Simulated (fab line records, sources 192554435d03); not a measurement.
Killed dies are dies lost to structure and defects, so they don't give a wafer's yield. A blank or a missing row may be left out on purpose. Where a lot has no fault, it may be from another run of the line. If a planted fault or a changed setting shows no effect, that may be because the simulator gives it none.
fab line records -- flow n5_finfet
record lots=5, wafers=12, last_day=18
route steps=1938 shown BEOL_M8@1393 BEOL_M9@1401
lots with no fault: from the same line, run without faults
start_h: start of the lot's first displayed wafer, in hours after the record's first day -- wait_h: hours elapsed since this lot's preceding step -- " same as the row above -- L1.1+2: a single row standing in for several wafers -- - no value, or no start given -- * or withheld: withheld -- < > ~ a bound
route shown NAME@n: NAME is a module with steps in the file, n the number in the route of the first one -- usual: mean/standard deviation taken from wafers without a fault -- same: alike in all rows -- chamber/n: place in a boat -- sites: each site's reading -- _std_site: how widely they spread, as a standard deviation -- _edge_site: outer sites' mean less inner sites' -- radius_mm: for every site, how far away it sits from the centre of the wafer -- mask NAME#n: copy n -- behind: the last tool/chamber to shape the wafer -- hold: reason for holding the lot/hours on hold/outcome of the hold -- device: the transistor (n, p or np) that didn't switch -- end of line: the same wafers' tests at the end of the route -- a step given without rows: its recipe and nothing more -- killed: dies that structure and defects cost at the first sort, which is not the same as the wafer's yield -- map: a wafer's dies, x killed, . not, _ none there
set.NAME: the setting the step ran with; set.NAME@STEP: the setting that earlier step ran with -- model.NAME: the simulator's own value behind a step, which no gauge read
lots seen at some steps along the route; tables by step, rows by wafer
services: a tool's chamber out of use, with start hour (start_h, from the record's first day; less than 0 if before it), hours out, and reason
## steps
# step N5_BEOL_M8_ECD_50
# recipe material=Cu, target_thk_a=3000
# step N5_BEOL_M8_ANNEAL_51
# recipe temp_c=225, time_s=90, ambient=N2
# step N5_BEOL_M8_CMP_52
# recipe stop_on=SiCOH_lowk, t_overpolish_s=6.9, down_force_psi=1, platen_rpm=50, clearing_platen_down_force_psi=1.5, clearing_platen_rpm=50, post_cmp_clean=cu_alkaline, target_thk_nm=80, clearing_platen_pad_velocity_m_s=0.99484, pad_velocity_m_s=0.99484
# step N5_BEOL_M8_PRE_CLEAN_55
# recipe gas=NH3, time_s=15, temp_c=withheld, rf_power_w=300
# step N5_BEOL_M8_DEP_56
# recipe material=SiCN, target_thk_a=100, temp_c=withheld, precursor=3MS/NH3, pressure_torr=3, rf_w=202, time_s=17.5
# step N5_BEOL_M9_ILD_DEP_00
# recipe material=SiCOH_lowk, target_thk_a=3085.1, temp_c=300, precursor=DEMS/porogen, pressure_torr=5, rf_w=500, time_s=58
# step N5_BEOL_M9_CURE_71
# recipe temp_c=385, time_s=240, ambient=He/Ar, material=SiCOH_lowk
# step N5_BEOL_M9_PECVD_70
# recipe material=SiO2, target_thk_a=200, temp_c=400, precursor=TEOS/O2, pressure_torr=5.5, rf_w=450, teos_flow_sccm=53.8, gas=O2, flow_sccm=3000, time_s=22.7
# step N5_BEOL_M9_HM_DEP_02
# recipe material=TiN, target_thk_a=200, temp_c=25, chamber_pressure_pa=0.49996
# usual throttle_valve_pct=30.1/1.1
lot.wafer,tool,chamber,start_h,wait_h,throttle_valve_pct,model.TiN_of_BEOL_M9_HM_DEP_02.thk_nm
L631.1,pvd_sputter-02,-,245.92,2.1,29.7,20
L631.2,pvd_sputter-02,-,245.92,2.1,27.9,20
L631.6,pvd_sputter-02,-,245.92,2.1,31.2,20.2
L636.1,pvd_sputter-01,-,282.48,4.1,31.5,20.2
L636.3,pvd_sputter-01,-,282.48,4.1,30.8,20.4
L636.4,pvd_sputter-01,-,282.48,4.1,28.8,20
L643.5,pvd_sputter-02,-,322.73,1.6,31.0,15.8
L643.6,pvd_sputter-02,-,322.73,1.6,29.5,20
L645.2,pvd_sputter-02,-,329.78,3.2,29.6,15.6
L645.3,pvd_sputter-02,-,329.78,3.2,31.3,20
L647.3,pvd_sputter-02,-,361.13,0.2,31.2,20
L647.5,pvd_sputter-02,-,361.13,0.2,27.6,15.6
# step N5_BEOL_M9_COAT_59
# recipe resist=SOC, temp_c=250, time_s=60, spin_rpm=1500, resist_thk_nm=100
# step N5_BEOL_M9_COAT_60
# recipe resist=SiARC, temp_c=220, time_s=60, spin_rpm=1500, resist_thk_nm=30
# step N5_BEOL_M9_COAT_05
# recipe resist=CAR-ArF, spin_rpm=1500, resist_thk_nm=90
# step N5_BEOL_M9_EBR_07
# recipe solvent=PGMEA, ebr_width_mm=1.5
# step N5_BEOL_M9_SOFTBAKE_06
# recipe temp_c=110, time_s=60, resist=CAR-ArF
# step N5_BEOL_M9_EXPOSE_08
# recipe mask_id=M9, na=1.35, source_shape=dipole, sigma_inner=0.411, sigma_outer=0.611, polarization=te, dose_mj=53.75
# step N5_BEOL_M9_PEB_09
# recipe peb_temp_c=withheld, peb_time_s=60, resist=CAR-ArF
# step N5_BEOL_M9_DEVELOP_10
# recipe develop_time_s=30, developer=TMAH, resist=CAR-ArF, rinse_liquid=diw, dry=air_spin, dev_temp_c=23
# step N5_BEOL_M9_DESCUM_16
# recipe chemistry=O2, time_s=7.9, source_power_w=50, bias_power_w=20, pressure_mtorr=20, rf_frequency_hz=2.712e+07, temp_c=40, resist=CAR-ArF, o2_flow_sccm=225
# step N5_BEOL_M9_ETCH_61
# recipe chemistry=CF4, target=SiARC, target_depth_a=390, mask_material=CAR-ArF, time_s=65, ion_energy_ev=80, pressure_mtorr=40, source_w=545, bias_w=36, Ar_flow_sccm=100, cf4_flow_sccm=100, ends=cleared
# step N5_BEOL_M9_ETCH_62
# recipe chemistry=N2/H2, target=SOC, target_depth_a=1100, overetch_a=220, mask_material=SiARC, temp_c=40, time_s=165, ion_energy_ev=200, pressure_mtorr=30, source_w=840, bias_w=150, n2_flow_sccm=200, h2_flow_sccm=200
# step N5_BEOL_M9_STRIP_68
# recipe chemistry=N2/H2, temp_c=40, n2_flow_sccm=200, h2_flow_sccm=200, rf_frequency_hz=6e+07
# step N5_BEOL_M9_STRIP_67
# recipe chemistry=CF4, resist=SiARC, power_w=300, bias_power_w=75, pressure_mtorr=50, cf4_flow_sccm=150, rf_frequency_hz=6e+07
# step N5_BEOL_M9_HM_OPEN_17
# recipe chemistry=Cl2/BCl3, target_depth_a=200, overetch_a=60, target=TiN, mask_material=SOC, ion_energy_ev=150, pressure_mtorr=10, icp_w=1000, bias_w=126, Cl2_flow_sccm=53.25, bcl3_flow_sccm=21.75, Ar_flow_sccm=25
# usual drypump_motor_current_A=5.98/0.25, oes_product_au=0.64/0.084, rf_fwd_power_W=994.0/2.7, throttle_valve_pct=22.21/0.21
lot.wafer,tool,chamber,start_h,wait_h,drypump_motor_current_A,oes_product_au,rf_fwd_power_W,rf_hours_counter_h,throttle_valve_pct,model.etch.depth_nm
L631.1,rie_metal-02,0,246.79,0.0,5.80,0.71,998.8,32,22.11,20.03
L631.2,rie_metal-02,1,246.79,0.0,5.45,0.73,996.0,14,22.13,19.95
L631.6,rie_metal-02,1,246.79,0.0,5.48,0.75,993.5,-,22.13,20.17
L636.1,rie_metal-02,1,283.21,0.0,5.48,0.73,994.1,18,22.14,20.18
L636.3,rie_metal-02,0,283.21,0.0,5.79,0.71,990.9,-,22.10,20.4
L636.4,rie_metal-02,1,283.21,0.0,5.48,0.73,992.2,-,22.17,20.03
L643.5,rie_metal-03,0,323.76,0.1,6.28,0.63,996.6,-,22.37,15.74
L643.6,rie_metal-03,1,323.76,0.1,6.03,0.59,989.0,-,21.99,19.92
L645.2,rie_metal-03,0,330.65,0.0,6.23,0.63,993.8,23,22.38,15.58
L645.3,rie_metal-03,0,330.65,0.0,6.24,0.72,991.9,-,22.23,20.07
L647.3,rie_metal-01,1,362.14,0.1,6.03,0.80,1000.0,-,22.31,19.97
L647.5,rie_metal-01,0,362.14,0.1,6.18,0.49,994.1,-,22.31,15.63
# step N5_BEOL_M9_STRIP_19
# recipe chemistry=O2, power_w=400, temp_c=40, pressure_mtorr=30, rf_frequency_hz=6e+07, bias_power_w=0, overash_fraction=0.2, o2_flow_sccm=225
# step N5_BEOL_M9_COAT_63
# recipe resist=SOC, temp_c=250, time_s=60, spin_rpm=1500, resist_thk_nm=60
# step N5_BEOL_M9_COAT_64
# recipe resist=SiARC, temp_c=220, time_s=60, spin_rpm=1500, resist_thk_nm=12
# step N5_BEOL_M9_COAT_75
# recipe resist=underlayer, temp_c=205, time_s=60, spin_rpm=1500, resist_thk_nm=5
# step N5_BEOL_M9_COAT_22
# recipe resist=CAR-EUV, spin_rpm=1500, resist_thk_nm=30
# step N5_BEOL_M9_EBR_24
# recipe solvent=PGMEA, ebr_width_mm=1.5
# step N5_BEOL_M9_SOFTBAKE_23
# recipe temp_c=110, time_s=60, resist=CAR-EUV
# step N5_BEOL_M9_EXPOSE_25
# recipe mask_id=V8, na=0.33, source_shape=annular, sigma_inner=0.4, sigma_outer=0.8, polarization=unpolarized, dose_mj=37.25
# step N5_BEOL_M9_PEB_26
# recipe peb_temp_c=100, peb_time_s=60, resist=CAR-EUV
# step N5_BEOL_M9_DEVELOP_27
# recipe develop_time_s=30, developer=TMAH, resist=CAR-EUV, rinse_liquid=surfactant_rinse, dry=air_spin, dev_temp_c=23
# step N5_BEOL_M9_TRENCH_ETCH_37
# recipe chemistry=C4F6/O2, target_depth_a=1514.3, target=SiCOH_lowk, time_s=49, ion_energy_ev=250, pressure_mtorr=30, source_w=345, bias_w=185, Ar_flow_sccm=300, C4F6_flow_sccm=10, O2_flow_sccm=10
# usual drypump_motor_current_A=5.9/0.58, oes_product_au=0.81/0.085, rf_fwd_power_W=341.9/1.2, rf_vpp_V=676/14, showerhead_plenum_p_Torr=2.85/0.087, throttle_valve_pct=21.01/0.26
lot.wafer,tool,chamber,start_h,wait_h,drypump_motor_current_A,oes_product_au,rf_fwd_power_W,rf_hours_counter_h,rf_vpp_V,showerhead_plenum_p_Torr,throttle_valve_pct,model.TiN_of_BEOL_M9_HM_DEP_02.thk_nm
L631.1,rie_diel-04,1,-,-,6.6,0.76,341.9,123,682,2.88,21.11,16
L631.2,rie_diel-04,2,-,-,5.7,0.84,342.9,45,701,2.93,21.21,15.8
L631.6,rie_diel-04,1,-,-,6.5,0.76,342.1,-,683,2.88,21.10,16
L636.1,rie_diel-04,2,-,-,5.7,0.82,341.4,52,700,2.92,21.20,16
L636.3,rie_diel-04,1,-,-,6.5,0.75,341.3,132,683,2.88,21.12,16.2
L636.4,rie_diel-04,3,-,-,6.6,0.69,343.4,221,677,2.70,21.27,16
L645.2,rie_diel-01,0,-,-,4.7,0.84,342.3,88,655,2.87,20.81,11.4
L645.3,rie_diel-01,2,-,-,6.1,0.88,343.0,60,660,2.75,20.41,15.8
L643.5,rie_diel-01,0,-,-,4.8,0.83,342.1,-,652,2.87,20.81,11.6
L643.6,rie_diel-01,2,-,-,6.1,0.88,344.2,-,661,2.75,20.41,15.6
L647.3,rie_diel-04,1,-,-,6.5,0.74,342.3,153,681,2.87,21.14,15.8
L647.5,rie_diel-04,3,-,-,6.6,0.68,342.3,-,677,2.69,21.32,11.6
## services
tool,chamber,start_h,hours,kind
rie_metal-01,0,230.40,9.5,repair
rie_metal-01,-,231.09,1.8,repair
rie_diel-01,1,240.27,4.0,repair
rie_diel-04,2,273.35,7.5,repair
pvd_sputter-02,-,279.52,3.8,repair
rie_metal-01,1,310.25,-,clean
rie_metal-01,1,310.25,18.4,scheduled_down
rie_metal-01,1,310.25,18.4,vent_cycle
pvd_sputter-01,-,320.04,19.6,repair
rie_diel-01,1,324.46,-,clean
rie_diel-01,1,324.46,-,consumable_replace:focus_ring
rie_diel-01,1,324.46,33.2,scheduled_down
rie_diel-01,1,324.46,33.2,vent_cycle
rie_metal-01,1,328.92,3.0,repair
rie_diel-04,1,328.93,6.7,repair
pvd_sputter-01,-,354.53,5.4,repair
rie_diel-01,3,357.36,12.1,repair
rie_diel-01,2,358.45,3.4,repair
## key
first_sign none at tools or gauges
model_effect step=N5_BEOL_M9_HM_DEP_02, value=TiN_of_BEOL_M9_HM_DEP_02.thk_nm, without=19.93, struck=15.67
model_effect step=N5_BEOL_M9_HM_OPEN_17, value=etch.depth_nm, without=19.95, struck=15.65
model_effect step=N5_BEOL_M9_TRENCH_ETCH_37, value=TiN_of_BEOL_M9_HM_DEP_02.thk_nm, without=15.73, struck=11.53
met_at N5_BEOL_M9_HM_DEP_02
struck_wafers L643.5,L645.2,L647.5
onset_between 245.92 322.73
fault kind=process_parameter_drift, tool=pvd_sputter-02, chamber=-, onset_h=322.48, steps=N5_BEOL_M9_HM_DEP_02, channel=target_thk_a, offset=*, shape=step, end_h=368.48, scope=struck_wafers_only, acts_in=*, stated=*
